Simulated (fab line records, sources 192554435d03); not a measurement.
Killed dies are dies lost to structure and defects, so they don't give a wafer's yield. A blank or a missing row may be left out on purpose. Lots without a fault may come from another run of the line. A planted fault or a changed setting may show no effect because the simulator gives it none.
fab line records | flow n5_finfet
record lots=10 wafers=29 last_day=19
route steps=1938 shown BEOL_M4@1111 BEOL_M12@1641 BEOL_M13@1660 PASSIVATION@1936
lots that met no fault: from a run of the same line without faults
start_h: hours from the record's first day to the start of the lot's first wafer shown | wait_h: hours since the lot's step before | " the same as in the row above | L1.1+2: a row that stands for several wafers | - no value, or no start given | * or withheld: withheld | < > ~ a bound
route shown NAME@n: a module of which the file shows steps, and the number in the route of the first | usual: mean/standard deviation of fault-free wafers | same: alike in all rows | chamber/n: place in a boat | sites: the reading at each site | _std_site: their standard deviation | _edge_site: outer sites' mean less inner sites' | radius_mm: how far each site lies from the wafer's centre | mask NAME#n: copy n | behind: the tool/chamber that last shaped the wafer | hold: why the lot was held/for how many hours/how that ended | device: the transistor (n, p or np) that didn't switch | end of line: the same wafers' tests at the end of the route | a step without rows: its recipe alone | killed: dies lost to structure and defects at the first sort, not the wafer's yield | map: a wafer's dies, x killed, . not, _ none there
set.NAME: the setting as run; set.NAME@STEP: as run at that earlier step | model.NAME: the simulator's own value behind a step, which no gauge read
steps of the route over a sample of lots; a table a step, a row a wafer
services: from which hour (start_h, from the record's first day; less than 0 if before it) a tool's chamber was out of use, for how many hours, and why
## steps
# step N5_BEOL_M4_RC_MEAS_101
# usual DIBL_N=36.3/2.2 DIBL_P=36.0/2.4 IOFF_N=0.16/0.042 IOFF_P=0.22/0.041 ION_N=672/14 ION_P=462/7.9 SS_N=71.7/0.76 SS_P=73.3/0.72 VT_N=250/3.6 VT_P=-249/3
# columns lot.wafer tool chamber start_h wait_h DIBL_N[mV/V] DIBL_P[mV/V] IOFF_N[nA/um] IOFF_P[nA/um] ION_N[uA/um] ION_P[uA/um] SS_N[mV/dec] SS_P[mV/dec] VT_N[mV] VT_P[mV]
L184.2 prober-01 0 220.11 0.2 38.3 37.9 0.18 0.26 672 471 72.0 73.9 250 -249
L184.4 " 0 " " 35.6 33.7 0.14 0.19 668 458 71.0 72.3 254 -252
L184.5 " 0 " " 37.6 35.8 0.15 0.23 663 464 72.1 73.1 253 -248
L183.4 prober-02 0 222.45 0.7 37.8 35.5 0.18 0.22 675 464 72.2 73.7 250 -248
L183.5 " 0 " " 39.1 38.1 0.20 0.26 678 465 72.0 73.9 246 -249
L183.6 " 0 " " 39.7 37.4 0.20 0.23 680 461 72.5 73.3 249 -248
L186.4 prober-02 0 252.12 0.5 36.8 36.9 0.16 0.25 674 469 72.6 73.8 249 -247
L186.5 " 0 " " 35.6 35.2 0.14 0.22 661 463 71.7 73.7 252 -248
L186.6 " 0 " " 35.8 34.2 0.12 0.20 643 445 72.1 73.2 255 -250
L190.2 prober-01 0 269.69 0.2 35.7 35.3 0.14 0.18 650 445 71.6 72.7 253 -252
L190.4 " 0 " " 37.2 37.2 0.17 0.20 662 460 72.2 73.2 250 -251
L189.1 prober-01 0 285.49 0.0 38.7 37.8 0.20 0.27 682 466 72.4 74.4 246 -247
L189.2 " 0 " " 36.1 35.1 0.13 0.21 671 471 70.9 72.9 253 -249
L189.5 " 0 " " 37.1 34.7 0.14 0.22 649 452 72.4 73.1 254 -250
L191.1 prober-01 0 294.89 0.0 35.3 33.0 0.13 0.18 679 469 70.9 73.2 254 -253
L191.2 " 0 " " 35.4 32.8 0.14 0.19 667 457 71.1 73.2 252 -255
L191.6 " 0 " " 38.4 37.0 0.21 0.25 696 479 71.5 73.8 247 -248
L192.3 prober-01 0 313.19 0.3 37.3 39.3 0.20 0.30 689 482 70.9 74.7 244 -241
L192.5 " 0 " " 38.0 39.8 0.21 0.31 692 476 72.5 74.0 245 -244
L192.6 " 0 " " 33.8 34.4 0.12 0.19 661 460 70.5 72.2 252 -249
L193.1 prober-02 0 316.38 0.0 36.8 37.1 0.18 0.24 679 464 72.0 73.5 247 -248
L193.4 " 0 " " 36.5 38.0 0.20 0.26 706 483 71.7 73.3 243 -245
L193.5 " 0 " " 36.3 37.4 0.18 0.23 692 467 71.8 73.1 248 -246
L195.2 prober-01 0 316.66 0.2 39.2 37.0 0.23 0.21 668 447 74.3 73.7 251 -253
L195.5 " 0 " " 38.6 38.2 0.20 0.22 685 460 72.2 73.6 249 -251
L195.6 " 0 " " 38.5 37.3 0.20 0.21 688 454 72.5 73.6 250 -250
L196.1 prober-02 0 333.91 0.0 36.6 36.4 0.15 0.18 655 445 72.2 73.0 253 -253
L196.3 " 0 " " 34.5 35.3 0.13 0.18 664 459 70.8 72.3 251 -255
L196.6 " 0 " " 33.8 34.7 0.11 0.16 657 453 70.8 72.7 255 -252
# step N5_BEOL_M12_OCD_MEAS_35
# usual trench_depth_nm=319/5.3
# columns lot.wafer tool chamber start_h wait_h trench_depth_nm
L184.2 ocd-02 - 287.77 0.0 316
L184.4 " - " " 323
L184.5 " - " " 324
L183.4 ocd-02 - 288.66 0.0 317
L183.5 " - " " 312
L183.6 " - " " 309
L186.4 ocd-02 - 315.43 0.0 331
L186.5 " - " " 314
L186.6 " - " " 327
L190.2 ocd-01 - 335.99 0.0 318
L190.4 " - " " 310
L189.1 ocd-02 - 347.19 0.0 321
L189.2 " - " " 320
L189.5 " - " " 322
L191.1 ocd-01 - 364.91 0.0 319
L191.2 " - " " 313
L191.6 " - " " 323
L192.3 ocd-02 - 384.11 0.0 319
L192.5 " - " " 318
L192.6 " - " " 319
L193.1 ocd-01 - 393.21 0.0 324
L193.4 " - " " 325
L193.5 " - " " 328
L195.2 ocd-02 - 394.60 0.0 321
L195.5 " - " " 324
L195.6 " - " " 326
L196.1 ocd-01 - 417.45 0.0 319
L196.3 " - " " 314
L196.6 " - " " 317
# step N5_BEOL_M12_SPUTTER_44
# recipe material=Ta target_thk_a=100 temp_c=50 bias_v=80 power_w=15000 chamber_pressure_pa=0.07 time_s=16.13
# usual bias_v=80.1/0.84 cathode_dc_power_W=15000/2.6 susceptor_temp_C=50.01/0.11 throttle_valve_pct=30.7/1.3
# columns lot.wafer tool chamber start_h wait_h bias_v cathode_dc_power_W susceptor_temp_C throttle_valve_pct
L184.2 pvd_sputter-01 - 288.83 0.0 - - - -
L184.4 " - " " - - - -
L184.5 " - " " - - - -
L183.4 pvd_sputter-03 - 289.25 0.0 - - - -
L183.5 " - " " - - - -
L183.6 " - " " - - - -
L186.4 pvd_sputter-03 - 318.26 0.0 79.5 15001 49.83 27.4
L186.5 " - " " 78.7 14997 49.91 27.6
L186.6 " - " " 79.5 15003 49.92 30.5
L190.2 pvd_sputter-01 - 336.74 0.0 80.3 15000 50.03 32.5
L190.4 " - " " 79.8 14995 50.06 31.2
L189.1 pvd_sputter-01 - 349.63 0.0 79.6 15002 50.01 31.1
L189.2 " - " " 78.5 15001 50.02 32.5
L189.5 " - " " 80.9 15000 50.13 30.9
L191.1 pvd_sputter-03 - 366.42 0.0 80.9 15002 50.10 30.3
L191.2 " - " " 80.4 14998 50.05 29.1
L191.6 " - " " 80.7 15002 49.97 28.8
L192.3 pvd_sputter-01 - 388.13 0.0 80.7 14999 50.10 31.0
L192.5 " - " " 80.7 15001 50.19 31.2
L192.6 " - " " 81.6 14997 50.04 31.3
L193.1 pvd_sputter-01 - 396.06 0.0 80.5 15002 49.82 31.2
L193.4 " - " " 81.0 15004 49.82 31.1
L193.5 " - " " 79.8 15001 50.01 31.2
L195.2 pvd_sputter-01 - 397.48 0.0 80.3 15001 50.04 32.7
L195.5 " - " " 80.4 14998 50.09 31.1
L195.6 " - " " 79.2 15003 49.96 31.4
L196.1 pvd_sputter-03 - 427.15 0.0 80.6 14999 49.95 28.9
L196.3 " - " " 80.1 14997 49.84 29.3
L196.6 " - " " 80.8 15000 49.80 30.4
# step N5_BEOL_M12_CMP_49
# recipe stop_on=SiOC t_overpolish_s=20.6 down_force_psi=1 platen_rpm=50 clearing_platen_down_force_psi=1.5 clearing_platen_rpm=50 post_cmp_clean=cu_alkaline target_thk_nm=320 clearing_platen_pad_velocity_m_s=0.99484 pad_velocity_m_s=0.99484
# usual barrier_field_endpoint_s=30.4/0.71 clearing_platen_down_force_psi=1.5000/0.003 motor_current_A=6.0/0.71
# columns lot.wafer tool chamber start_h wait_h barrier_field_endpoint_s clearing_platen_down_force_psi motor_current_A
L184.2 cmp-01 3 289.50 0.2 18.6 1.4985 6.4
L184.4 " 1 " " 17.9 1.4962 5.6
L184.5 " 3 " " 19.0 1.4929 6.2
L183.4 cmp-03 2 290.01 0.2 17.8 1.5025 5.8
L183.5 " 3 " " 19.0 1.4967 7.4
L183.6 " 0 " " 18.9 1.5061 5.4
L186.4 cmp-01 3 318.94 0.2 30.5 1.4976 6.3
L186.5 " 2 " " 30.4 1.4989 6.4
L186.6 " 3 " " 30.1 1.4966 6.3
L190.4 cmp-03 2 337.53 0.2 30.4 1.4972 5.7
L190.2 " 3 " " 32.1 1.5000 7.1
L189.1 cmp-01 2 350.32 0.3 31.2 1.4977 6.5
L189.2 " 1 " " 30.5 1.5004 5.7
L189.5 " 2 " " 31.6 1.4967 6.6
L191.2 cmp-03 1 367.78 0.5 29.4 1.4985 4.7
L191.1 " 2 " " 30.2 1.4967 5.8
L191.6 " 0 " " 29.6 1.5010 5.1
L192.3 cmp-03 2 389.04 0.3 30.6 1.4999 5.6
L192.5 " 2 " " 30.6 1.5039 5.4
L192.6 " 3 " " 31.4 1.4973 6.9
L193.1 cmp-01 3 396.73 0.3 30.8 1.4988 6.7
L193.4 " 1 " " 29.1 1.5008 6.1
L193.5 " 3 " " 30.2 1.5017 6.3
L195.2 cmp-01 1 398.12 0.2 29.6 1.5053 5.7
L195.5 " 1 " " 29.7 1.5040 5.9
L195.6 " 2 " " 31.3 1.5025 6.5
L196.1 cmp-01 2 427.85 0.3 31.0 1.4989 6.7
L196.3 " 0 " " 31.2 1.4986 6.6
L196.6 " 2 " " 31.9 1.5013 6.3
# step N5_BEOL_M12_THK_MEAS_50
# recipe thk_meas_gauge=xrf reads=Cu_of_BEOL_M12_ECD_47
# usual M12_THK=322/6.2
# columns lot.wafer tool chamber start_h wait_h M12_THK[nm]
L184.2 film_metro-01 - 289.80 - 325
L184.4 " - " " 332
L184.5 " - " " 333
L183.4 film_metro-02 - 290.19 - 323
L183.5 " - " " 322
L183.6 " - " " 318
L186.4 film_metro-02 - 319.20 - 333
L186.5 " - " " 318
L186.6 " - " " 331
L190.2 film_metro-01 - 337.75 - 322
L190.4 " - " " 312
L189.1 film_metro-01 - 350.61 - 324
L189.2 " - " " 322
L189.5 " - " " 324
L191.1 film_metro-02 - 368.05 - 317
L191.2 " - " " 316
L191.6 " - " " 323
L192.3 film_metro-01 - 389.33 - 322
L192.5 " - " " 320
L192.6 " - " " 323
L193.1 film_metro-01 - 396.99 - 324
L193.4 " - " " 325
L193.5 " - " " 329
L195.2 film_metro-01 - 398.41 - 324
L195.5 " - " " 328
L195.6 " - " " 330
L196.1 film_metro-01 - 428.11 - 329
L196.3 " - " " 323
L196.6 " - " " 325
# step N5_BEOL_M13_THK_MEAS_01
# recipe reads=SiOC_of_BEOL_M13_ILD_DEP_00
# usual M13_ILD_THK=835/11
# columns lot.wafer tool chamber start_h wait_h M13_ILD_THK[nm]
L184.2 film_metro-01 - 290.14 0.1 830
L184.4 " - " " 849
L184.5 " - " " 837
L183.4 film_metro-01 - 290.53 0.0 848
L183.5 " - " " 850
L183.6 " - " " 840
L186.4 film_metro-01 - 319.54 0.0 820
L186.5 " - " " 825
L186.6 " - " " 828
L190.2 film_metro-02 - 338.09 0.1 845
L190.4 " - " " 838
L189.1 film_metro-01 - 350.97 0.1 837
L189.2 " - " " 833
L189.5 " - " " 852
L191.1 film_metro-02 - 368.39 0.1 829
L191.2 " - " " 823
L191.6 " - " " 851
L192.3 film_metro-01 - 389.70 0.1 832
L192.5 " - " " 850
L192.6 " - " " 838
L193.1 film_metro-01 - 397.33 0.1 826
L193.4 " - " " 845
L193.5 " - " " 856
L195.2 film_metro-02 - 398.75 0.1 829
L195.5 " - " " 840
L195.6 " - " " 838
L196.1 film_metro-02 - 428.45 0.1 822
L196.3 " - " " 818
L196.6 " - " " 829
# step N5_PASSIVATION_PROBE_49
# usual defect_limited_yield=91.3/1.7 killed_at_M0_to_M3=33/9.9 killed_at_M4_up=14/6.4 killed_at_contacts=12/7 killed_at_front_end=41/13 killed_at_other=3.1/2.9 killed_dies=103/20 killed_open=67/14 killed_short=34/9.4 sort_bin_5_function=5.1/1.1 sort_bin_6_memory=3.2/0.79 sort_bin_8_speed=0.02/0.15 sort_n_pass=1077/21 sort_yield_pct=91.2/1.7
# same gross_dies=1180 killed_at_back_side=0 sort_bin_4_leakage[%]=0
# columns lot.wafer tool chamber start_h wait_h defect_limited_yield[%] killed_at_M0_to_M3 killed_at_M4_up killed_at_contacts killed_at_front_end killed_at_other killed_dies killed_open killed_short sort_bin_5_function[%] sort_bin_6_memory[%] sort_bin_8_speed[%] sort_n_pass sort_yield_pct[%]
L184.2 prober-02 - 317.41 0.1 85.2 25 108 8 33 1 175 58 24 11.2 2.9 0 1005 85.2
L184.4 prober-02 - 317.51 0.2 85.4 19 108 13 29 3 172 52 28 11.9 2.3 0 1008 85.4
L184.5 prober-02 - 317.56 0.2 84.3 19 109 14 39 4 185 48 30 12.0 3.1 0 995 84.3
L183.4 prober-02 - 324.97 0.2 81.0 40 133 19 31 1 224 56 45 15.5 3.3 0 956 81.0
L183.5 prober-02 - 325.02 0.2 80.3 45 121 19 35 12 232 76 39 15.3 3.8 0 948 80.3
L183.6 prober-02 - 325.07 0.3 84.0 26 107 11 41 4 189 57 25 13.0 2.4 0 991 84.0
L190.2 prober-02 - 378.25 0.1 91.5 34 14 16 34 2 100 70 28 4.7 3.6 0 1080 91.5
L190.4 prober-02 - 378.35 0.2 90.6 34 16 7 44 10 111 69 38 5.0 3.9 0 1069 90.6
# killed by level:class
L184.2 BEOL_M12:area_sputter=87 BEOL_M4:geometric_particle:open=9 BEOL_M2:geometric_particle:open=8 FIN_SAQP:geometric_particle:open=7 MOL_CONTACT_COAG:geometric_particle:open=6 BEOL_M0_SAQP:geometric_particle:open=5 BEOL_M4:geometric_particle:short=5 HKMG_FIN:area_etch=5
L184.4 BEOL_M12:area_sputter=92 MOL_CONTACT_COAG:geometric_particle:open=12 BEOL_M4:geometric_particle:open=11 STARTING-WAFER:geometric_particle:short=6 BEOL_M1:geometric_particle:open=5 STI_FIN_REVEAL:geometric_particle:open=4 BEOL_M0_SAQP:geometric_particle:short=4 FIN_SAQP:geometric_particle:open=3
L184.5 BEOL_M12:area_sputter=97 MOL_CONTACT_COAG:geometric_particle:open=12 FIN_SAQP:geometric_particle:short=6 BEOL_M0_SAQP:geometric_particle:short=6 BEOL_M4:geometric_particle:open=6 FIN_SAQP:geometric_particle:open=5 BEOL_M2:geometric_particle:open=5 HKMG_FIN:area_etch=5
L183.4 BEOL_M12:area_sputter=123 MOL_CONTACT_COAG:geometric_particle:open=14 BEOL_M0_SAQP:geometric_particle:short=13 BEOL_M0_SAQP:geometric_particle:open=9 BEOL_M2:geometric_particle:open=8 FIN_SAQP:geometric_particle:open=6 FIN_SAQP:geometric_particle:short=6 GATE_CUT:geometric_particle:short=6
L183.5 BEOL_M12:area_sputter=111 MOL_CONTACT_COAG:geometric_particle:open=17 BEOL_M0_SAQP:geometric_particle:open=10 FIN_SAQP:geometric_particle:short=9 BEOL_M1:geometric_particle:open=9 BEOL_M2:geometric_particle:open=8 BEOL_M0_SAQP:geometric_particle:short=6 PASS1_DEP:geometric_particle:open=6
L183.6 BEOL_M12:area_sputter=101 FIN_SAQP:geometric_particle:open=10 MOL_CONTACT_COAG:geometric_particle:open=9 BEOL_M2:geometric_particle:open=7 BEOL_M3:geometric_particle:open=6 HKMG_FIN:area_etch=6 FIN_SAQP:geometric_particle:short=5 BEOL_M0_SAQP:geometric_particle:short=5
L190.2 MOL_CONTACT_COAG:geometric_particle:open=14 BEOL_M3:geometric_particle:open=9 STI_FIN_REVEAL:geometric_particle:open=9 BEOL_M0_SAQP:geometric_particle:short=7 BEOL_M0_SAQP:geometric_particle:open=6 BEOL_M4:geometric_particle:open=6 FIN_SAQP:geometric_particle:open=5 FIN_SAQP:geometric_particle:short=4
L190.4 FIN_SAQP:geometric_particle:short=15 BEOL_M0_SAQP:geometric_particle:open=10 FIN_SAQP:geometric_particle:open=7 STI_FIN_REVEAL:geometric_particle:open=7 MOL_CONTACT_COAG:geometric_particle:open=7 BEOL_M0_SAQP:geometric_particle:short=7 BEOL_M4:geometric_particle:open=7 BEOL_M3:geometric_particle:open=6
## services
# columns tool chamber start_h hours kind
cmp-01 - 281.83 4.0 pm
cmp-01 - 285.83 - consumable_replace:conditioner
cmp-01 - 285.83 - consumable_replace:pad
cmp-03 - 305.92 0.2 repair
cmp-01 - 337.59 2.7 repair
cmp-03 - 349.19 5.2 pm
pvd_sputter-03 - 355.87 6.6 repair
cmp-01 - 365.38 5.4 repair
cmp-01 - 372.09 3.6 repair
cmp-03 - 375.72 6.1 pm
cmp-03 - 389.39 9.9 pm
cmp-01 - 416.35 11.4 repair
## key
first_sign step=N5_BEOL_M12_SPUTTER_44 reading=tool_record direction=missing
effect step=N5_BEOL_M12_CMP_49 reading=barrier_field_endpoint_s direction=down sigmas=17 usual=30.4 struck=18.5
effect step=N5_PASSIVATION_PROBE_49 reading=killed_at_M4_up direction=up sigmas=16 usual=14 struck=114
more_kills_born_at N5_BEOL_M12_SPUTTER_44@pvd_sputter-03=337 N5_BEOL_M12_SPUTTER_44@pvd_sputter-01=277
met_at N5_BEOL_M12_SPUTTER_44
struck_lots L183,L184
not_acting_at N5_BEOL_M12_OCD_MEAS_35,N5_BEOL_M12_THK_MEAS_50,N5_BEOL_M13_THK_MEAS_01
fault kind=skipped_step_whole tool=pvd_sputter-01,pvd_sputter-03 chamber=- onset_h=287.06 steps=N5_BEOL_M12_SPUTTER_44 scope=struck_lots_only
